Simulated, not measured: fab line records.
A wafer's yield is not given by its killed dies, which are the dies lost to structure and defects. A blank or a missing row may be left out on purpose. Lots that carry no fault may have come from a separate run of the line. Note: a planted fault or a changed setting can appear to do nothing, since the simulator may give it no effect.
fab line records	flow nand_harc
record: lots: 14	wafers: 42	last_day: 34
route steps=1302 shown A_CHANNEL_HOLE_D2@590 A_CHANNEL_FILL_D2@610 END@1302
lots with no fault: from the same line, run without faults
start_h: hours from the record's first day to the start of the lot's first wafer shown	wait_h: hours since the lot's step before	" repeats the value in the row above	L1.1+2: several wafers, shown together as one row	- no value, or no start given	* or withheld: withheld	< > ~ a bound
route shown NAME@n: NAME is a module with steps in the file, n the number in the route of the first one	usual: the fault-free wafers' mean and standard deviation	same: alike in all rows	chamber/n: place in a boat	sites: per-site readings	_std_site: standard deviation of those values	_edge_site: inner sites' mean taken away from outer sites' mean	radius_mm: for every site, how far away it sits from the centre of the wafer	mask NAME#n: copy n	behind: tool/chamber where the wafer was last shaped	hold: reason for holding the lot/hours on hold/outcome of the hold	device: whichever transistor did not switch (one of n, p or np)	end of line: the same wafers' tests at the end of the route	where a step has no rows: the recipe by itself	killed: dies lost to structure and defects at the first sort, not the wafer's yield	map: a wafer's dies, marking killed ones x, the rest . and places with no die _
set.NAME: setting as actually run; set.NAME@STEP: the setting as run at that earlier step	model.NAME: the simulator's own value behind a step, which no gauge read
a sample of lots followed through the steps of the route, with each step as a table and each wafer as a row
services: a tool's chamber out of use, with start hour (start_h, from the record's first day; less than 0 if before it), hours out, and reason
== steps ==
step: NHARC_A_CHANNEL_HOLE_D2_CD_MEAS_18
usual: cd_nm: 99.5/2.2
lot.wafer	tool	chamber	start_h	wait_h	cd_nm
L749.1	cd_sem-02	-	300.26	-	96.9
L749.2	"	-	"	"	99.9
L749.4	"	-	"	"	99.9
L753.3	cd_sem-02	-	339.19	-	99.3
L753.5	"	-	"	"	100.3
L753.6	"	-	"	"	103.4
L754.2	cd_sem-03	-	340.61	-	105.7
L754.4	"	-	"	"	97.7
L754.6	"	-	"	"	95.8
L755.4	cd_sem-03	-	370.61	-	100.2
L755.5	"	-	"	"	100.9
L755.6	"	-	"	"	100.7
L757.1	cd_sem-02	-	371.25	-	100.0
L757.3	"	-	"	"	100.0
L757.5	"	-	"	"	101.9
L756.1	cd_sem-01	-	372.01	-	97.3
L756.2	"	-	"	"	102.6
L756.4	"	-	"	"	95.9
L758.3	cd_sem-02	-	393.89	-	97.3
L758.4	"	-	"	"	102.8
L758.5	"	-	"	"	96.4
L766.1	cd_sem-02	-	454.00	-	99.1
L766.2	"	-	"	"	97.3
L766.4	"	-	"	"	95.5
L768.4	cd_sem-02	-	476.97	-	98.4
L768.5	"	-	"	"	100.9
L768.6	"	-	"	"	98.0
L767.1	cd_sem-01	-	477.11	-	101.9
L767.2	"	-	"	"	96.1
L767.3	"	-	"	"	98.6
L769.3	cd_sem-01	-	494.00	-	97.9
L769.5	"	-	"	"	100.4
L769.6	"	-	"	"	94.4
L770.1	cd_sem-01	-	522.92	-	98.6
L770.2	"	-	"	"	100.5
L770.6	"	-	"	"	101.7
L772.3	cd_sem-03	-	523.06	-	99.4
L772.4	"	-	"	"	100.7
L772.5	"	-	"	"	101.6
L771.1	cd_sem-02	-	523.43	-	99.4
L771.2	"	-	"	"	93.7
L771.6	"	-	"	"	97.5
step: NHARC_A_CHANNEL_FILL_D2_PRECLEAN_00
recipe: time_s: *	temp_c: 50	bath_age_min: 0	chemistry: SC1
usual: bath_age_min: 0/0	bath_guard_temp_C: 49.9/0.42	h2o2_flow_mL_min: 56.62/0.15
lot.wafer	tool	chamber	start_h	wait_h	bath_age_min	bath_guard_temp_C	h2o2_flow_mL_min
L749.4	wet_bench-09	6	306.35	0.0	0	48.6	56.59
L749.2	"	1	"	"	0	50.4	56.55
L749.1	"	2	"	"	0	49.0	56.72
L753.6	wet_bench-01	2	345.02	0.0	0	50.5	56.69
L753.5	"	6	"	"	0	50.0	56.71
L753.3	"	7	"	"	0	49.4	56.96
L754.4	wet_bench-01	4	346.58	0.1	0	49.3	56.82
L754.2	"	6	"	"	0	50.3	56.56
L754.6	"	7	"	"	0	49.7	56.41
L755.5	wet_bench-09	5	376.45	0.0	0	50.2	56.49
L755.6	"	6	"	"	0	48.9	56.81
L755.4	"	0	"	"	0	50.0	56.31
L757.5	wet_bench-01	7	377.09	0.1	-	-	-
L757.1	"	0	"	"	-	-	-
L757.3	"	2	"	"	-	-	-
L756.1	wet_bench-01	3	380.62	0.1	-	-	-
L756.4	"	4	"	"	-	-	-
L756.2	"	7	"	"	-	-	-
L758.5	wet_bench-01	4	399.75	0.0	-	-	-
L758.3	"	5	"	"	-	-	-
L758.4	"	1	"	"	-	-	-
L766.2	wet_bench-06	7	460.24	0.1	0	50.0	56.67
L766.4	"	1	"	"	0	49.1	56.84
L766.1	"	3	"	"	0	50.0	56.46
L768.6	wet_bench-01	1	482.93	0.1	0	50.0	56.72
L768.4	"	2	"	"	0	50.3	56.95
L768.5	"	4	"	"	0	49.6	56.66
L767.2	wet_bench-09	7	485.85	0.0	0	50.1	56.84
L767.3	"	0	"	"	0	49.8	56.48
L767.1	"	2	"	"	0	49.1	56.88
L769.5	wet_bench-01	7	499.84	0.1	0	49.5	56.88
L769.3	"	0	"	"	0	50.2	56.59
L769.6	"	1	"	"	0	49.8	56.83
L770.1	wet_bench-06	5	528.75	0.1	0	49.6	56.64
L770.6	"	6	"	"	0	49.6	56.82
L770.2	"	0	"	"	0	49.6	56.68
L772.5	wet_bench-01	1	528.92	0.1	0	49.8	56.51
L772.3	"	3	"	"	0	50.1	56.68
L772.4	"	5	"	"	0	50.0	56.83
L771.1	wet_bench-01	1	532.92	0.1	0	50.1	56.58
L771.2	"	2	"	"	0	50.7	56.51
L771.6	"	4	"	"	0	49.6	56.83
step: NHARC_A_CHANNEL_FILL_D2_ALD_02
recipe: target_thk_a: 60	pulse_time_s: 10	ald_cycles: 60	temp_c: 300	material: SiO2
usual: heater_power_w: 480/45	precursor_pulse_height_rel: 0.998/0.021
same: pulse_time_s: 10
lot.wafer	tool	chamber	start_h	wait_h	heater_power_w	precursor_pulse_height_rel
L749.1	ald_hk-02	3	306.49	-	538	0.982
L749.2	"	0	"	"	384	0.994
L749.4	"	1	"	"	495	0.996
L753.3	ald_hk-04	1	345.59	-	487	1.007
L753.5	"	2	"	"	498	1.047
L753.6	"	3	"	"	495	1.045
L754.4	ald_hk-04	3	346.72	-	490	0.977
L754.2	"	2	"	"	508	0.990
L754.6	"	0	"	"	406	1.012
L755.4	ald_hk-02	2	376.74	-	568	1.008
L755.6	"	0	"	"	401	0.953
L755.5	"	1	"	"	491	0.990
L757.3	ald_hk-03	0	377.22	0.1	523	1.045
L757.1	"	1	"	"	440	0.973
L757.5	"	0	"	"	507	1.015
L756.2	ald_hk-03	2	380.83	0.2	547	1.021
L756.4	"	3	"	"	486	1.010
L756.1	"	0	"	"	513	1.004
L758.4	ald_hk-02	2	400.07	0.2	554	1.014
L758.3	"	3	"	"	496	0.986
L758.5	"	1	"	"	493	0.979
L766.4	ald_hk-03	0	460.45	-	508	1.032
L766.1	"	1	"	"	460	1.018
L766.2	"	2	"	"	548	0.950
L768.4	ald_hk-03	2	483.06	-	536	0.996
L768.6	"	2	"	"	540	1.003
L768.5	"	3	"	"	451	1.004
L767.1	ald_hk-04	1	486.00	-	491	1.009
L767.2	"	3	"	"	495	1.031
L767.3	"	0	"	"	403	0.976
L769.3	ald_hk-02	1	499.97	-	491	1.003
L769.5	"	1	"	"	486	1.025
L769.6	"	2	"	"	575	0.988
L770.1	ald_hk-03	3	528.89	-	442	1.012
L770.2	"	2	"	"	528	1.023
L770.6	"	0	"	"	494	0.985
L772.3	ald_hk-04	0	529.14	-	412	1.020
L772.4	"	1	"	"	488	1.011
L772.5	"	3	"	"	494	1.063
L771.2	ald_hk-03	0	533.13	-	495	0.993
L771.1	"	2	"	"	547	0.995
L771.6	"	3	"	"	438	0.995
step: NHARC_A_CHANNEL_FILL_D2_ALD_03
recipe: target_thk_a: 60	pulse_time_s: 60	ald_cycles: 58	temp_c: 630	pressure_torr: 2	material: SiNx
usual: precursor_pulse_height_rel: 0.999/0.022
same: pulse_time_s: 60
lot.wafer	tool	chamber	start_h	wait_h	precursor_pulse_height_rel
L749.1	ald_sin_batch-02	0	-	-	1.021
L749.2	"	0	"	"	0.995
L749.4	"	0	"	"	0.988
L753.3	ald_sin_batch-02	0	-	-	0.984
L753.5	"	0	"	"	1.052
L753.6	"	0	"	"	0.987
L754.2	ald_sin_batch-02	0	-	-	0.990
L754.4	"	0	"	"	1.018
L754.6	"	0	"	"	1.007
L755.4	ald_sin_batch-01	0	-	-	1.044
L755.5	"	0	"	"	0.986
L755.6	"	0	"	"	0.988
L757.1	ald_sin_batch-01	0	-	-	0.998
L757.3	"	0	"	"	0.996
L757.5	"	0	"	"	1.008
L756.1	ald_sin_batch-01	0	-	-	0.996
L756.2	"	0	"	"	1.022
L756.4	"	0	"	"	1.022
L758.3	ald_sin_batch-03	0	-	-	1.014
L758.4	"	0	"	"	0.986
L758.5	"	0	"	"	1.012
L766.1	ald_sin_batch-01	0	-	-	1.033
L766.2	"	0	"	"	1.011
L766.4	"	0	"	"	1.020
L768.4	ald_sin_batch-01	0	-	-	0.999
L768.5	"	0	"	"	1.046
L768.6	"	0	"	"	1.011
L767.1	ald_sin_batch-02	0	-	-	0.980
L767.2	"	0	"	"	0.979
L767.3	"	0	"	"	1.013
L769.3	ald_sin_batch-02	0	-	-	0.978
L769.5	"	0	"	"	0.995
L769.6	"	0	"	"	1.001
L770.1	ald_sin_batch-02	0	-	-	1.020
L770.2	"	0	"	"	0.960
L770.6	"	0	"	"	0.985
L772.3	ald_sin_batch-02	0	-	-	1.025
L772.4	"	0	"	"	0.991
L772.5	"	0	"	"	0.997
L771.1	ald_sin_batch-01	0	-	-	1.001
L771.2	"	0	"	"	0.986
L771.6	"	0	"	"	1.031
step: NHARC_END_SORT_01
recipe: temp_c: 25
usual: killed_at_array: 57/17	killed_at_other: 0.5/0.82	killed_at_periphery: 4.0/2.8	killed_dies: 61/18	killed_open: 2.9/2	killed_short: 2.3/1.7
same: gross_dies: 677
lot.wafer	tool	chamber	start_h	wait_h	killed_at_array	killed_at_other	killed_at_periphery	killed_dies	killed_open	killed_short
L756.1	prober-02	0	638.08	2.5	52	1	2	55	6	1
L756.2	prober-02	0	638.87	2.8	57	0	2	59	4	0
L756.4	prober-02	0	640.45	3.4	46	0	3	49	4	1
L757.1	prober-02	0	645.84	2.5	63	2	1	66	1	0
L757.3	prober-02	0	647.44	3.1	78	2	2	82	6	7
L757.5	prober-02	0	649.04	3.7	75	2	0	77	2	3
L767.1	prober-01	0	743.89	2.5	53	0	6	59	4	4
L767.2	prober-01	0	744.70	2.8	51	0	5	56	3	2
L767.3	prober-01	0	745.50	3.1	58	0	8	66	4	4
L768.4	prober-02	0	746.37	3.4	77	4	2	83	4	1
L768.5	prober-02	0	747.18	3.8	77	0	8	85	4	0
L768.6	prober-02	0	748.00	4.1	54	1	4	59	3	2
killed by level:class
L756.1 A_SLIT:chamber_film_flake=32 A_CHANNEL_HOLE_D2:chamber_film_flake=6 A_CHANNEL_FILL_D1:geometric_particle:open=2 A_DECK1_JOINT:chamber_film_flake=2 A_STAIRCASE:chamber_film_flake=2 P_M0:geometric_particle:open=1 A_SOURCE_PLATE:geometric_particle:open=1 A_WL_FILL:geometric_particle:short=1
L756.2 A_SLIT:chamber_film_flake=33 A_CHANNEL_HOLE_D2:chamber_film_flake=11 A_DECK1_JOINT:chamber_film_flake=4 A_STAIRCASE:chamber_film_flake=3 A_CHANNEL_FILL_D2:geometric_particle:open=2 A_CHANNEL_HOLE_D1:chamber_film_flake=2 P_CONTACT:geometric_particle:open=1 A_DECK1_JOINT:geometric_particle:open=1
L756.4 A_SLIT:chamber_film_flake=20 A_CHANNEL_HOLE_D2:chamber_film_flake=13 A_CHANNEL_HOLE_D1:chamber_film_flake=3 A_DECK1_JOINT:chamber_film_flake=3 A_STAIRCASE:chamber_film_flake=2 P_M0:geometric_particle:short=1 P_M2:geometric_particle:open=1 A_CHANNEL_HOLE_D1:geometric_particle:open=1
L757.1 A_CHANNEL_HOLE_D2:chamber_film_flake=35 A_CHANNEL_HOLE_D1:chamber_film_flake=18 A_CONTACT:chamber_film_flake=7 THIN_TSV:chamber_film_flake=2 A_CHANNEL_FILL_D1:geometric_particle:open=1 P_GATE:chamber_film_flake=1 A_ZERO_WELL:chamber_film_flake=1 A_STAIRCASE:chamber_film_flake=1
L757.3 A_CHANNEL_HOLE_D2:chamber_film_flake=32 A_CHANNEL_HOLE_D1:chamber_film_flake=23 A_CHANNEL_FILL_D2:chamber_film_flake=3 A_CHANNEL_FILL_D1:chamber_film_flake=2 A_WL_FILL:chamber_film_flake=2 A_CONTACT:chamber_film_flake=2 THIN_TSV:chamber_film_flake=2 A_SOURCE_PLATE:geometric_particle:open=1
L757.5 A_CHANNEL_HOLE_D2:chamber_film_flake=25 A_CHANNEL_HOLE_D1:chamber_film_flake=25 A_CONTACT:chamber_film_flake=12 A_CHANNEL_FILL_D1:chamber_film_flake=2 A_STAIRCASE:chamber_film_flake=2 A_WL_FILL:chamber_film_flake=2 THIN_TSV:chamber_film_flake=2 A_ONON_D1:geometric_particle:open=1
L767.1 A_CHANNEL_HOLE_D2:chamber_film_flake=26 A_CHANNEL_HOLE_D1:chamber_film_flake=10 P_M2:chamber_film_flake=3 A_STAIRCASE:chamber_film_flake=3 A_M0:chamber_film_flake=3 A_SLIT:chamber_film_flake=2 A_CONTACT:chamber_film_flake=2 P_CONTACT:geometric_particle:open=1
L767.2 A_CHANNEL_HOLE_D2:chamber_film_flake=23 A_CHANNEL_HOLE_D1:chamber_film_flake=10 P_M2:chamber_film_flake=4 A_SLIT:chamber_film_flake=3 A_M0:chamber_film_flake=2 A_STAIRCASE:chamber_film_flake=2 A_WL_FILL:chamber_film_flake=2 A_CONTACT:chamber_film_flake=2
L767.3 A_CHANNEL_HOLE_D2:chamber_film_flake=20 A_CHANNEL_HOLE_D1:chamber_film_flake=17 A_CONTACT:chamber_film_flake=5 P_M2:chamber_film_flake=3 A_WL_FILL:chamber_film_flake=3 A_ONON_D1:geometric_particle:open=2 P_GATE:chamber_film_flake=2 A_CHANNEL_FILL_D1:chamber_film_flake=2
L768.4 A_CHANNEL_HOLE_D1:chamber_film_flake=34 A_SLIT:chamber_film_flake=31 A_STAIRCASE:chamber_film_flake=4 THIN_TSV:chamber_film_flake=4 A_CONTACT:chamber_film_flake=3 P_M2:chamber_film_flake=2 A_ONON_D1:geometric_particle:open=1 A_CHANNEL_FILL_D1:geometric_particle:open=1
L768.5 A_CHANNEL_HOLE_D1:chamber_film_flake=36 A_SLIT:chamber_film_flake=33 P_M2:chamber_film_flake=7 A_STAIRCASE:chamber_film_flake=4 P_GATE:geometric_particle:open=1 A_CHANNEL_FILL_D2:geometric_particle:open=1 A_BLC:geometric_particle:open=1 A_M0:geometric_particle:open=1
L768.6 A_SLIT:chamber_film_flake=26 A_CHANNEL_HOLE_D1:chamber_film_flake=15 A_CONTACT:chamber_film_flake=6 A_CHANNEL_HOLE_D2:chamber_film_flake=2 A_STAIRCASE:chamber_film_flake=2 P_M0:geometric_particle:short=1 P_M1:geometric_particle:short=1 A_CHANNEL_HOLE_D1:geometric_particle:open=1
== services ==
tool	chamber	start_h	hours	kind
wet_bench-01	0	285.65	-	consumable_replace:bath
wet_bench-01	0	285.65	-	consumable_replace:filter
wet_bench-01	1	285.65	-	consumable_replace:bath
wet_bench-01	1	285.65	-	consumable_replace:filter
wet_bench-01	2	285.65	-	consumable_replace:bath
wet_bench-01	2	285.65	-	consumable_replace:filter
wet_bench-01	3	285.65	-	consumable_replace:bath
wet_bench-01	3	285.65	-	consumable_replace:filter
wet_bench-01	4	285.65	-	consumable_replace:bath
wet_bench-01	4	285.65	-	consumable_replace:filter
wet_bench-01	5	285.65	-	consumable_replace:bath
ald_hk-03	-	309.42	1.3	repair
wet_bench-01	-	343.46	1.2	repair
ald_hk-02	-	348.47	10.0	pm
wet_bench-09	-	352.80	8.0	pm
wet_bench-06	-	369.60	8.0	pm
wet_bench-01	-	412.75	8.3	repair
wet_bench-01	-	453.65	8.0	pm
ald_sin_batch-03	-	473.32	8.9	repair
ald_sin_batch-02	-	473.50	6.5	repair
ald_hk-04	-	474.15	0.9	repair
ald_sin_batch-01	-	506.00	26.0	pm
ald_hk-02	-	526.47	10.0	pm
wet_bench-09	-	528.80	8.0	pm
== key ==
first_sign: step: NHARC_A_CHANNEL_FILL_D2_PRECLEAN_00	reading: tool_record	direction: missing
effect none on later readings
met_at NHARC_A_CHANNEL_FILL_D2_PRECLEAN_00
struck_lots L756,L757,L758
tester_left_out L756,L757,L758
not_acting_at NHARC_A_CHANNEL_HOLE_D2_CD_MEAS_18,NHARC_A_CHANNEL_FILL_D2_ALD_02,NHARC_A_CHANNEL_FILL_D2_ALD_03
onset_between 346.58 377.09
fault: kind: skipped_step_whole	tool: wet_bench-01	chamber: -	onset_h: 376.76	steps: NHARC_A_CHANNEL_FILL_D2_PRECLEAN_00	scope: struck_lots_only
tester_left_out: of these lots the tester's yield and bins aren't shown, on N5 and GAA mostly nor the transistor test; their killed dies are dies lost to structure and defects alone, not to doping, threshold or leakage, so they don't give the yield
